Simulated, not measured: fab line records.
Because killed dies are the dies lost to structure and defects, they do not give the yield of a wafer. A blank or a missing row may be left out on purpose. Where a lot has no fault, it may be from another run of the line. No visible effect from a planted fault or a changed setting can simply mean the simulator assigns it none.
Chamber matching	flow nand harc	4 sister chambers for NHARC_A_CONTACT_CMP_20 on cmp-04
The step polishes, t overpolish 30 s, target thk 300 nm. 8 wafers are shown with their chamber, then 9 later ones without.

## WAFERS WITH THEIR CHAMBER
wafer	chamber	motor current A (A)	overpolish run s (s)
L078.5	2	11.7	29.995
L083.6	0	9.8	29.984
L085.3	1	9.9	30.004
L085.5	2	11.2	30.001
L085.6	3	11.6	30.001
L086.2	3	10.9	30.015
L086.4	0	10.1	30.005
L086.6	1	9.7	29.990

## WAFERS MISSING THEIR CHAMBER
wafer	motor current A (A)	overpolish run s (s)
L092.2	9.5	30.006
L092.4	10.9	30.000
L092.5	9.6	30.003
L093.1	11.2	30.001
L093.2	11.3	29.995
L093.4	10.0	29.984
L095.2	11.5	30.001
L095.4	9.4	30.006
L095.5	11.1	29.994

## WHICH CHAMBER EACH WENT THROUGH
wafer	from the rows above	in truth
L092.2	can't be placed: 1 or 0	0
L092.4	can't be placed: 3 or 2 or 0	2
L092.5	can't be placed: 1 or 0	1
L093.1	can't be placed: 3 or 2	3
L093.2	can't be placed: 2 or 3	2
L093.4	can't be placed: 0 or 1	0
L095.2	can't be placed: 2 or 3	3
L095.4	can't be placed: 1 or 0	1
L095.5	can't be placed: 2 or 3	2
Placed correctly: 0 of 9. Cannot be placed on the basis of these rows: 9; the candidates contain the true chamber in 9. 0 placed wrongly.
How it was worked out, from the rows above alone: a wafer's distance from a chamber is the root of the sum, over the readings, of the square of ((its reading less the chamber's mean) divided by the reading's scatter). If the next closest chamber is less than 2 further off than the closest, the wafer can't be placed; otherwise it belongs to the closest. A chamber's mean is the mean of its shown wafers. The scatter is the square root of a quotient: the sum, over the shown wafers, of each reading's squared deviation from its chamber's mean, divided by wafers minus chambers.
